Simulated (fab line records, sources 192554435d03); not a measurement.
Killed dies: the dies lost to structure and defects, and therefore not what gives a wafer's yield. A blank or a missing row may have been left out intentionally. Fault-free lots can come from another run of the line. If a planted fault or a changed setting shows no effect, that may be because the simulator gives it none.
fab line records	flow n5_finfet
[record] lots = 7	wafers = 19	last_day = 21
route steps=1938 shown BEOL_M9@1435 PASSIVATION@1936
lots with no fault: from the same line, run without faults
start_h: hours from the record's opening day to when the first of the lot's shown wafers began	wait_h: hours since the lot's step before	" repeats the value in the row above	L1.1+2: one row covering several wafers at once	- no value, or no start given	* or withheld: withheld	< > ~ a bound
route shown NAME@n: names a module that has steps shown in the file, with the first one's number in the route	usual: mean and standard deviation over wafers with no fault	same: alike in all rows	chamber/n: place in a boat	sites: per-site readings	_std_site: standard deviation across them	_edge_site: mean of outer sites minus mean of inner sites	radius_mm: how far each site lies from the wafer's centre	mask NAME#n: copy n	behind: the most recent tool/chamber to have shaped the wafer	hold: why the lot went on hold/how many hours it stayed there/how the hold came to an end	device: whichever transistor did not switch (one of n, p or np)	end of line: the tests these same wafers got at the end of their route	a step with no rows: only its recipe	killed: count of dies lost to structure and defects at first sort (not the wafer's yield)	map: a wafer's dies, x killed, . not, _ none there
set.NAME: setting as actually run; set.NAME@STEP: the setting as run at that earlier step	model.NAME: the simulator's own value behind a step, which no gauge read
lots at selected steps of the route; one table per step, one row per wafer
services: from which hour (start_h, from the record's first day; less than 0 if before it) a tool's chamber was out of use, for how many hours, and why
[[steps]]
[step N5_BEOL_M9_OVL_MEAS_29]
[recipe] points_per_wafer = 522
[usual] V8_OVL = -0.1/0.79
lot.wafer	tool	chamber	start_h	wait_h	V8_OVL[nm]
L844.1	overlay-01	0	318.40	0.0	0.0
L844.2	"	0	"	"	-0.6
L844.6	"	0	"	"	0.2
L855.1	overlay-02	0	358.07	0.0	-1.1
L855.2	"	0	"	"	-1.1
L858.2	overlay-02	0	396.97	0.0	0.5
L858.3	"	0	"	"	0.1
L858.4	"	0	"	"	-0.6
L860.4	overlay-02	0	400.78	0.0	-1.1
L860.5	"	0	"	"	-0.5
L863.2	overlay-01	0	419.41	0.0	-0.2
L863.4	"	0	"	"	-0.6
L863.5	"	0	"	"	-0.3
L866.2	overlay-02	0	433.72	0.0	0.0
L866.3	"	0	"	"	1.2
L866.4	"	0	"	"	0.0
L867.1	overlay-01	0	447.25	0.0	1.5
L867.4	"	0	"	"	0.7
L867.5	"	0	"	"	2.2
[step N5_BEOL_M9_INSPECT_30]
[recipe] mode = adi	inspect_instrument = brightfield
[usual] raw_defect_count = 400/100
lot.wafer	tool	chamber	start_h	wait_h	raw_defect_count
L844.1	defect_inspect-02	-	318.46	0.1	330
L844.2	"	-	"	"	545
L844.6	"	-	"	"	322
L855.1	defect_inspect-02	-	358.13	0.1	349
L855.2	"	-	"	"	353
L858.2	defect_inspect-02	-	397.03	0.0	519
L858.3	"	-	"	"	492
L858.4	"	-	"	"	415
L860.4	defect_inspect-02	-	400.82	0.0	336
L860.5	"	-	"	"	287
L863.2	defect_inspect-02	-	419.46	0.0	255
L863.4	"	-	"	"	233
L863.5	"	-	"	"	332
L866.2	defect_inspect-01	-	433.77	0.0	441
L866.3	"	-	"	"	550
L866.4	"	-	"	"	454
L867.1	defect_inspect-02	-	447.31	0.1	355
L867.4	"	-	"	"	667
L867.5	"	-	"	"	469
[step N5_BEOL_M9_DESCUM_33]
[recipe] chemistry = O2	time_s = 7	source_power_w = 50	bias_power_w = 20	pressure_mtorr = 20	rf_frequency_hz = 2.712e+07	temp_c = 40	resist = CAR-EUV	o2_flow_sccm = 225
[usual] drypump_motor_current_A = 5.6/0.38	o2_flow_sccm = 225.0/0.78	oes_product_au = 0.78/0.086	rf_vpp_V = 243.2/1.5	showerhead_plenum_p_Torr = 2.09/0.082	throttle_valve_pct = 20.4/0.35
lot.wafer	tool	chamber	start_h	wait_h	drypump_motor_current_A	o2_flow_sccm	oes_product_au	rf_hours_counter_h	rf_vpp_V	showerhead_plenum_p_Torr	throttle_valve_pct
L844.1	rie_diel-02	1	318.50	0.0	4.8	225.1	0.75	189	242.8	2.11	20.9
L844.2	"	0	"	"	5.8	225.2	0.80	113	242.1	2.00	20.4
L844.6	"	2	"	"	5.8	225.2	0.68	-	240.7	1.98	20.7
L855.1	rie_diel-06	0	358.18	0.1	5.7	225.0	0.87	61	242.5	2.05	20.1
L855.2	"	1	"	"	5.6	225.3	0.73	190	242.8	2.00	21.0
L858.2	rie_diel-06	1	397.39	0.4	5.7	225.0	0.72	202	243.2	2.00	21.1
L858.3	"	2	"	"	5.8	224.8	0.67	233	243.1	2.13	20.0
L858.4	"	0	"	"	5.7	224.1	0.86	74	242.6	2.05	20.2
L860.4	rie_diel-06	2	400.86	0.0	5.8	225.4	0.67	235	244.8	2.13	20.0
L860.5	"	0	"	"	5.7	225.3	0.87	-	242.5	2.05	20.2
L863.2	rie_diel-06	2	419.49	0.0	5.8	224.4	0.67	240	243.3	2.12	20.0
L863.4	"	1	"	"	5.6	225.3	0.73	208	241.8	2.00	21.1
L863.5	"	2	"	"	5.8	224.0	0.67	-	243.4	2.12	20.0
L866.2	rie_diel-02	0	433.92	0.1	5.8	224.8	0.74	157	241.5	1.99	20.5
L866.3	"	3	"	"	5.4	225.2	0.75	124	245.1	2.20	20.3
L866.4	"	2	"	"	5.8	224.5	0.94	11	244.7	2.23	20.5
L867.1	rie_diel-02	3	447.34	0.0	5.4	225.0	0.74	128	245.8	2.20	20.3
L867.4	"	0	"	"	5.8	225.1	0.75	161	241.9	1.99	20.5
L867.5	"	0	"	"	5.8	225.3	0.74	-	241.2	1.99	20.5
[step N5_BEOL_M9_ETCH_76]
[recipe] chemistry = N2/H2	target = underlayer	target_depth_a = 65	mask_material = CAR-EUV	time_s = 5.2	ion_energy_ev = 200	pressure_mtorr = 30	source_w = 840	bias_w = 150	n2_flow_sccm = 200	h2_flow_sccm = 200	ends = cleared
[step N5_BEOL_M9_ETCH_65]
[recipe] chemistry = CF4	target = SiARC	target_depth_a = 156	mask_material = CAR-EUV	time_s = 26	ion_energy_ev = 80	pressure_mtorr = 40	source_w = 545	bias_w = 36	Ar_flow_sccm = 100	cf4_flow_sccm = 100	ends = cleared
[usual] drypump_motor_current_A = 5.6/0.38	etch_rf_on_time_s = 25.9/0.72	oes_product_au = 0.67/0.075	rf_vpp_V = 184.2/1.2	showerhead_plenum_p_Torr = 2.16/0.08	throttle_valve_pct = 15.7/0.32
lot.wafer	tool	chamber	start_h	wait_h	drypump_motor_current_A	etch_rf_on_time_s	oes_product_au	rf_hours_counter_h	rf_vpp_V	showerhead_plenum_p_Torr	throttle_valve_pct
L844.1	rie_diel-02	1	318.55	0.0	4.9	25.0	0.64	189	183.6	2.15	16.0
L844.2	"	0	"	"	5.8	24.7	0.69	113	183.3	2.09	15.8
L844.6	"	2	"	"	5.9	26.8	0.58	-	182.3	2.04	16.1
L855.1	rie_diel-06	0	358.23	0.0	5.7	25.8	0.74	61	183.3	2.10	15.3
L855.2	"	1	"	"	5.6	26.2	0.62	190	183.7	2.06	16.2
L858.2	rie_diel-06	1	397.44	0.0	5.6	26.1	0.62	202	182.8	2.06	16.2
L858.3	"	2	"	"	5.8	26.7	0.58	233	184.8	2.20	15.4
L858.4	"	0	"	"	5.7	25.6	0.73	74	184.5	2.10	15.3
L860.4	rie_diel-06	2	400.91	0.0	5.8	26.0	0.59	235	185.4	2.20	15.4
L860.5	"	0	"	"	5.7	25.5	0.73	-	182.9	2.10	15.3
L863.2	rie_diel-06	2	419.55	0.0	5.8	26.6	0.58	240	184.7	2.20	15.4
L863.4	"	1	"	"	5.6	26.9	0.60	208	183.6	2.05	16.2
L863.5	"	2	"	"	5.8	26.4	0.58	-	184.0	2.20	15.4
L866.2	rie_diel-02	0	433.97	0.0	5.8	25.6	0.64	157	183.6	2.08	15.8
L866.3	"	3	"	"	5.4	26.2	0.65	124	185.8	2.24	15.4
L866.4	"	2	"	"	5.8	27.0	0.80	11	185.3	2.28	15.7
L867.1	rie_diel-02	3	447.39	0.0	5.4	26.3	0.64	128	184.2	2.24	15.4
L867.4	"	0	"	"	5.8	25.3	0.64	161	182.7	2.08	15.8
L867.5	"	0	"	"	5.8	25.5	0.64	-	182.8	2.08	15.9
[step N5_BEOL_M9_ETCH_66]
[recipe] chemistry = N2/H2	target = SOC	target_depth_a = 800	overetch_a = 160	mask_material = SiARC	temp_c = 40	time_s = 120	ion_energy_ev = 200	pressure_mtorr = 30	source_w = 840	bias_w = 150	n2_flow_sccm = 200	h2_flow_sccm = 200
[usual] drypump_motor_current_A = 5.6/0.38	oes_product_au = 0.60/0.064	rf_vpp_V = 524.0/2.9	showerhead_plenum_p_Torr = 2.54/0.11	throttle_valve_pct = 17.76/0.3
lot.wafer	tool	chamber	start_h	wait_h	drypump_motor_current_A	oes_product_au	rf_hours_counter_h	rf_vpp_V	showerhead_plenum_p_Torr	throttle_valve_pct
L844.1	rie_diel-02	1	318.57	0.0	4.8	0.57	189	524.4	2.52	18.13
L844.2	"	0	"	"	5.8	0.60	113	521.3	2.43	17.69
L844.6	"	2	"	"	5.8	0.52	-	519.8	2.42	18.22
L855.1	rie_diel-06	0	358.26	0.0	5.7	0.66	61	522.0	2.47	17.32
L855.2	"	1	"	"	5.7	0.57	190	521.0	2.40	18.10
L858.2	rie_diel-06	1	397.47	0.0	5.6	0.55	202	522.1	2.39	18.12
L858.3	"	2	"	"	5.8	0.53	234	525.2	2.61	17.54
L858.4	"	0	"	"	5.7	0.65	74	520.5	2.46	17.35
L860.4	rie_diel-06	2	400.94	0.0	5.8	0.53	235	526.3	2.61	17.52
L860.5	"	0	"	"	5.7	0.64	-	521.5	2.46	17.33
L863.2	rie_diel-06	2	419.57	0.0	5.8	0.52	240	525.5	2.61	17.52
L863.4	"	1	"	"	5.6	0.55	208	519.9	2.39	18.15
L863.5	"	2	"	"	5.8	0.52	-	527.4	2.61	17.53
L866.2	rie_diel-02	0	434.00	0.0	5.8	0.57	157	521.7	2.41	17.79
L866.3	"	3	"	"	5.4	0.58	124	526.1	2.65	17.61
L866.4	"	2	"	"	5.8	0.73	11	527.7	2.73	17.92
L867.1	rie_diel-02	3	447.42	0.0	5.4	0.59	128	527.2	2.65	17.63
L867.4	"	0	"	"	5.8	0.57	161	519.1	2.41	17.77
L867.5	"	0	"	"	5.8	0.56	-	521.2	2.41	17.77
[step N5_BEOL_M9_STRIP_69]
[recipe] chemistry = N2/H2	temp_c = 40	n2_flow_sccm = 200	h2_flow_sccm = 200	rf_frequency_hz = 6e+07
[step N5_BEOL_M9_STRIP_77]
[recipe] chemistry = N2/H2	temp_c = 40	n2_flow_sccm = 200	h2_flow_sccm = 200	rf_frequency_hz = 6e+07
[step N5_BEOL_M9_VIA_ETCH_34]
[recipe] chemistry = C4F6/O2	target = SiCOH_lowk	target_depth_a = 1824	mask_material = SOC	taper_deg = 4	time_s = 68.4	ion_energy_ev = 250	pressure_mtorr = 30	source_w = 345	bias_w = 185	Ar_flow_sccm = 300	C4F6_flow_sccm = 10	O2_flow_sccm = 10
[usual] drypump_motor_current_A = 5.6/0.39	oes_product_au = 0.78/0.088	rf_vpp_V = 666/18	showerhead_plenum_p_Torr = 2.87/0.1	throttle_valve_pct = 21.0/0.38
lot.wafer	tool	chamber	start_h	wait_h	drypump_motor_current_A	oes_product_au	rf_hours_counter_h	rf_vpp_V	showerhead_plenum_p_Torr	throttle_valve_pct
L844.1	rie_diel-02	1	318.68	0.0	4.8	0.74	189	650	2.88	21.4
L844.2	"	0	"	"	5.8	0.79	114	656	2.79	21.2
L844.6	"	2	"	"	5.8	0.68	-	689	2.71	21.3
L855.1	rie_diel-06	0	358.36	0.0	5.7	0.88	61	683	2.79	20.6
L855.2	"	1	"	"	5.7	0.74	190	662	2.76	21.7
L858.2	rie_diel-06	1	397.57	0.0	5.7	0.73	202	662	2.75	21.7
L858.3	"	2	"	"	5.8	0.68	234	661	2.94	20.7
L858.4	"	0	"	"	5.7	0.86	74	685	2.79	20.6
L860.4	rie_diel-06	2	401.04	0.0	5.8	0.67	235	659	2.94	20.7
L860.5	"	0	"	"	5.8	0.85	-	684	2.79	20.6
L863.2	rie_diel-06	2	419.67	0.0	5.8	0.68	240	660	2.94	20.7
L863.4	"	1	"	"	5.6	0.72	208	660	2.75	21.7
L863.5	"	2	"	"	5.8	0.68	-	660	2.94	20.7
L866.2	rie_diel-02	0	434.10	0.0	5.8	0.75	157	656	2.77	21.2
L866.3	"	3	"	"	5.4	0.75	124	665	2.97	20.7
L866.4	"	2	"	"	5.9	0.93	11	700	3.04	21.1
L867.1	rie_diel-02	3	447.52	0.0	5.4	0.74	129	665	2.97	20.7
L867.4	"	0	"	"	5.8	0.75	161	655	2.77	21.3
L867.5	"	0	"	"	5.8	0.75	-	656	2.77	21.3
[step N5_BEOL_M9_STRIP_73]
[recipe] chemistry = C4F6/O2	resist = SiARC	rf_frequency_hz = 6e+07
[step N5_BEOL_M9_STRIP_36]
[recipe] chemistry = N2/H2	power_w = 450	temp_c = 40	pressure_mtorr = 20	rf_frequency_hz = 6e+07	overash_fraction = 0.3	bias_power_w = 7	h2_frac = 0.5	n2_flow_sccm = 200	h2_flow_sccm = 200
[step N5_BEOL_M9_TRENCH_ETCH_37]
[recipe] chemistry = C4F6/O2	target_depth_a = 1514.3	target = SiCOH_lowk	time_s = 49	ion_energy_ev = 250	pressure_mtorr = 30	source_w = 345	bias_w = 185	Ar_flow_sccm = 300	C4F6_flow_sccm = 10	O2_flow_sccm = 10
[usual] drypump_motor_current_A = 5.6/0.38	oes_product_au = 0.78/0.088	rf_vpp_V = 666/18	showerhead_plenum_p_Torr = 2.87/0.1	throttle_valve_pct = 21.0/0.38
lot.wafer	tool	chamber	start_h	wait_h	drypump_motor_current_A	oes_product_au	rf_hours_counter_h	rf_vpp_V	showerhead_plenum_p_Torr	throttle_valve_pct
L844.1	rie_diel-02	1	-	-	4.8	0.74	189	652	2.88	21.5
L844.2	"	0	"	"	5.8	0.81	114	656	2.79	21.2
L844.6	"	2	"	"	5.8	0.68	-	689	2.71	21.3
L855.1	rie_diel-06	0	-	-	5.7	0.88	61	686	2.79	20.6
L855.2	"	1	"	"	5.6	0.74	190	661	2.76	21.7
L858.2	rie_diel-06	1	-	-	5.7	0.72	202	661	2.75	21.7
L858.3	"	2	"	"	5.8	0.68	234	659	2.94	20.7
L858.4	"	0	"	"	5.7	0.85	74	684	2.79	20.7
L860.4	rie_diel-06	2	-	-	5.8	0.68	235	658	2.94	20.7
L860.5	"	0	"	"	5.7	0.86	-	684	2.79	20.7
L863.2	rie_diel-06	2	-	-	5.8	0.67	240	659	2.94	20.7
L863.4	"	1	"	"	5.6	0.71	208	661	2.75	21.7
L863.5	"	2	"	"	5.8	0.67	-	660	2.94	20.7
L866.2	rie_diel-02	0	-	-	5.8	0.75	157	654	2.77	21.3
L866.3	"	3	"	"	5.4	0.76	124	666	2.97	20.7
L866.4	"	2	"	"	5.8	0.95	11	700	3.04	21.1
L867.1	rie_diel-02	3	-	-	5.4	0.75	129	666	2.97	20.7
L867.4	"	0	"	"	5.8	0.74	161	654	2.77	21.3
L867.5	"	0	"	"	5.8	0.74	-	654	2.77	21.3
[step N5_BEOL_M9_ETCH_41]
[recipe] chemistry = CH3F/O2	target = SiCN	target_depth_a = 366	taper_deg = 2	time_s = 70.1	ion_energy_ev = 120	mask_material = TiN	pressure_mtorr = 30	source_w = 395	bias_w = 75	Ar_flow_sccm = 150	CH3F_flow_sccm = 30	O2_flow_sccm = 20
[usual] drypump_motor_current_A = 5.6/0.38	oes_product_au = 0.78/0.087	rf_vpp_V = 297.4/1.9	showerhead_plenum_p_Torr = 2.01/0.077	throttle_valve_pct = 16.4/0.34
lot.wafer	tool	chamber	start_h	wait_h	drypump_motor_current_A	oes_product_au	rf_hours_counter_h	rf_vpp_V	showerhead_plenum_p_Torr	throttle_valve_pct	model.etch.depth_nm
L844.1	rie_diel-02	1	318.82	-	4.8	0.74	189	296.7	2.02	16.8	26.88
L844.2	"	0	"	"	5.8	0.80	114	295.9	1.95	16.5	27.49
L844.6	"	2	"	"	5.8	0.69	-	297.0	1.90	16.8	26.35
L855.1	rie_diel-06	0	358.51	-	5.7	0.87	61	295.0	1.96	16.0	27.05
L855.2	"	1	"	"	5.6	0.74	190	294.6	1.93	17.0	26.39
L858.2	rie_diel-06	1	397.71	-	5.6	0.72	202	296.1	1.93	17.0	26.21
L858.3	"	2	"	"	5.8	0.68	234	298.6	2.07	16.1	25.73
L858.4	"	0	"	"	5.7	1.04	74	294.9	1.96	16.0	36.13
L860.4	rie_diel-06	2	401.18	-	5.8	0.83	235	298.0	2.07	16.2	35.06
L860.5	"	0	"	"	5.7	1.03	-	295.6	1.96	16.0	36.36
L863.2	rie_diel-06	2	419.82	-	5.8	0.67	240	298.0	2.06	16.2	25.82
L863.4	"	1	"	"	5.6	0.87	208	294.6	1.93	17.0	34.95
L863.5	"	2	"	"	5.8	0.82	-	297.8	2.06	16.2	34.59
L866.2	rie_diel-02	0	434.24	-	5.8	0.75	157	297.1	1.94	16.6	26.65
L866.3	"	3	"	"	5.4	0.75	124	299.4	2.09	16.1	25.97
L866.4	"	2	"	"	5.8	0.93	11	300.2	2.14	16.4	26.09
L867.1	rie_diel-02	3	447.66	-	5.4	0.75	129	301.0	2.09	16.1	26.15
L867.4	"	0	"	"	5.8	0.74	161	297.0	1.93	16.6	26.83
L867.5	"	0	"	"	5.8	0.75	-	295.3	1.93	16.6	26.79
[step N5_BEOL_M9_STRIP_80]
[recipe] chemistry = N2/H2	time_s = 10	power_w = 450	temp_c = 40	pressure_mtorr = 20	rf_frequency_hz = 6e+07	bias_power_w = 7	n2_flow_sccm = 200	h2_flow_sccm = 200
[step N5_PASSIVATION_PROBE_49]
[usual] defect_limited_yield = 91.1/1.4	killed_at_M0_to_M3 = 34/9.6	killed_at_M4_up = 15/5.3	killed_at_contacts = 12/6.1	killed_at_front_end = 40/11	killed_at_other = 3.5/2.8	killed_dies = 105/17	killed_on_rim = 14/4.3	killed_open = 70/12	killed_short = 34/7.7	sort_bin_4_leakage = 0.01/0.07	sort_bin_5_function = 5.2/0.97	sort_bin_6_memory = 3.4/0.62	sort_n_pass = 1075/17	sort_yield_pct = 91.1/1.4
[same] gross_dies = 1180	killed_at_back_side = 0	sort_bin_8_speed[%] = 0
lot.wafer	tool	chamber	start_h	wait_h	defect_limited_yield[%]	killed_at_M0_to_M3	killed_at_M4_up	killed_at_contacts	killed_at_front_end	killed_at_other	killed_dies	killed_on_rim	killed_open	killed_short	sort_bin_4_leakage[%]	sort_bin_5_function[%]	sort_bin_6_memory[%]	sort_n_pass	sort_yield_pct[%]
L858.2	prober-02	-	462.19	0.1	91.3	21	31	3	46	2	103	13	69	25	0	4.6	3.4	1077	91.3
L858.3	prober-02	-	462.24	0.1	90.0	37	21	9	50	1	118	18	89	28	0	6.5	3.3	1062	90.0
L858.4	prober-02	-	462.29	0.2	90.0	42	20	8	40	8	118	20	72	46	0	6.4	3.4	1062	90.0
L863.2	prober-01	-	480.39	0.1	88.1	45	12	10	72	2	141	27	68	53	0	6.0	3.7	1039	88.1
L863.4	prober-01	-	480.49	0.2	92.2	28	16	7	38	3	92	9	56	35	0	4.8	2.5	1088	92.2
L866.2	prober-02	-	501.38	0.3	91.2	31	15	9	46	3	104	16	73	30	0	5.1	3.5	1076	91.2
L866.3	prober-02	-	501.43	0.4	91.4	33	16	7	36	10	102	13	71	30	0	5.2	3.2	1078	91.4
L866.4	prober-02	-	501.48	0.4	91.9	30	17	8	38	3	96	9	65	30	0	4.8	3.2	1084	91.9
// killed by level:class
L858.2 BEOL_M4:geometric_particle:open=16 STI_FIN_REVEAL:geometric_particle:open=12 BEOL_M3:geometric_particle:open=12 FIN_SAQP:geometric_particle:short=8 HKMG_FIN:area_etch=8 FIN_SAQP:geometric_particle:open=6 BEOL_M4:geometric_particle:short=4 DUMMY_GATE:geometric_particle:open=3
L858.3 STI_FIN_REVEAL:geometric_particle:open=28 BEOL_M0_SAQP:geometric_particle:open=9 BEOL_M3:geometric_particle:open=9 MOL_CONTACT_COAG:geometric_particle:open=8 BEOL_M1:geometric_particle:open=7 BEOL_M0_SAQP:geometric_particle:short=6 BEOL_M7:geometric_particle:short=5 FIN_SAQP:geometric_particle:short=4
L858.4 STI_FIN_REVEAL:geometric_particle:open=19 BEOL_M3:geometric_particle:open=13 BEOL_M4:geometric_particle:open=12 BEOL_M2:geometric_particle:short=9 MOL_CONTACT_COAG:geometric_particle:open=7 FIN_SAQP:geometric_particle:short=6 BEOL_M1:geometric_particle:short=6 GATE_CUT:geometric_particle:short=5
L863.2 FIN_SAQP:geometric_particle:short=20 HKMG_FIN:area_etch=20 BEOL_M2:geometric_particle:open=12 BEOL_M4:geometric_particle:open=9 MOL_CONTACT_COAG:geometric_particle:open=9 BEOL_M0_SAQP:geometric_particle:open=9 STI_FIN_REVEAL:geometric_particle:open=7 BEOL_M0_SAQP:geometric_particle:short=7
L863.4 BEOL_M2:geometric_particle:open=13 FIN_SAQP:geometric_particle:open=6 FIN_SAQP:geometric_particle:short=5 GATE_CUT:geometric_particle:short=5 MOL_CONTACT_COAG:geometric_particle:open=5 BEOL_M4:geometric_particle:open=5 STI_FIN_REVEAL:geometric_particle:open=4 DUMMY_GATE:geometric_particle:open=4
L866.2 STI_FIN_REVEAL:geometric_particle:open=21 FIN_SAQP:geometric_particle:open=8 MOL_CONTACT_COAG:geometric_particle:open=8 BEOL_M0_SAQP:geometric_particle:short=8 BEOL_M4:geometric_particle:open=7 BEOL_M2:geometric_particle:open=6 BEOL_M1:geometric_particle:open=5 FIN_SAQP:geometric_particle:short=4
L866.3 FIN_SAQP:geometric_particle:open=8 BEOL_M4:geometric_particle:open=8 FIN_SAQP:geometric_particle:short=7 BEOL_M3:geometric_particle:open=7 STI_FIN_REVEAL:geometric_particle:open=6 BEOL_M0:geometric_particle:open=6 BEOL_M2:geometric_particle:open=6 SPACER0:geometric_particle:open=5
L866.4 STI_FIN_REVEAL:geometric_particle:open=9 BEOL_M4:geometric_particle:open=9 BEOL_M0_SAQP:geometric_particle:short=7 BEOL_M2:geometric_particle:open=7 FIN_SAQP:geometric_particle:short=6 FIN_SAQP:geometric_particle:open=5 DUMMY_GATE:geometric_particle:open=5 STI_FIN_REVEAL:geometric_particle:short=4
[[services]]
tool	chamber	start_h	hours	kind
rie_diel-06	2	340.34	7.7	repair
rie_diel-02	1	357.58	23.7	repair
rie_diel-02	-	358.10	0.8	repair
rie_diel-02	2	383.25	-	clean
rie_diel-02	2	383.25	-	consumable_replace:focus_ring
rie_diel-02	2	383.25	-	consumable_replace:showerhead
rie_diel-02	2	383.25	17.0	scheduled_down
rie_diel-02	2	383.25	17.0	vent_cycle
[[key]]
first_sign none at tools or gauges
[model_effect] step = N5_BEOL_M9_ETCH_41	value = etch.depth_nm	without = 26.39	struck = 35.42
met_at N5_BEOL_M9_ETCH_41
struck_wafers L858.4,L860.4,L860.5,L863.4,L863.5
[baseline_loss] step = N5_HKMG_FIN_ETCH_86	wafers = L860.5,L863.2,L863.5
onset_between 358.51 397.71
[fault] kind = process_parameter_drift	tool = rie_diel-06	chamber = -	onset_h = 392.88	steps = N5_BEOL_M9_ETCH_41	channel = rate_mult	offset = 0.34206	shape = step	end_h = 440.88	scope = struck_wafers_only
// baseline_loss: these wafers lose ten dies or more at that step, a loss of the line's own and not of a fault; the sort's usual values leave them out
